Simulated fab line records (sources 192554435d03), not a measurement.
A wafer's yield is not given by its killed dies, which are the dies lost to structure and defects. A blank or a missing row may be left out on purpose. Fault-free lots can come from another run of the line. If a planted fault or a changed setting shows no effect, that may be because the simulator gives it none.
Chamber matching ; flow n5 finfet ; N5_BEOL_M9_DEP_56 on pecvd-03: 3 sister chambers
The step deposits SiCN from 3MS/NH3, target thk 15 nm, time 26.5 s. 6 wafers are shown with their chamber, then 7 later ones without.

## WAFERS PAIRED WITH THEIR CHAMBERS
wafer;chamber;throttle valve pct (%);showerhead plenum p Torr (Torr)
L079.2;1;8.5;3.682
L085.5;0;9.8;3.699
L088.5;2;8.7;3.649
L088.6;0;10.0;3.686
L092.1;2;8.9;3.648
L092.2;1;8.9;3.675

## WAFERS MISSING THEIR CHAMBER
wafer;throttle valve pct (%);showerhead plenum p Torr (Torr)
L092.6;8.4;3.673
L093.1;9.1;3.655
L093.4;8.7;3.683
L093.5;8.7;3.651
L095.1;8.6;3.683
L095.2;10.0;3.703
L095.4;8.6;3.688

## WHICH CHAMBER EACH ONE RAN IN
wafer;from the rows above;in truth
L092.6;1;1
L093.1;2;2
L093.4;1;1
L093.5;2;2
L095.1;1;1
L095.2;0;0
L095.4;1;1
7 of 7 placed correctly. From these rows, 0 cannot be placed. 0 placed wrongly.
How it was worked out, from the rows above alone: a wafer's distance from a chamber is the root of the sum, over the readings, of the square of ((its reading less the chamber's mean) divided by the reading's scatter). If the next closest chamber is less than 2 further off than the closest, the wafer can't be placed; otherwise it belongs to the closest. For every chamber, the mean is computed from those of its wafers that are shown. How the scatter is found: for the shown wafers, subtract from each reading the mean of its chamber, square and add these, divide the total by (wafers less chambers), then take the root.
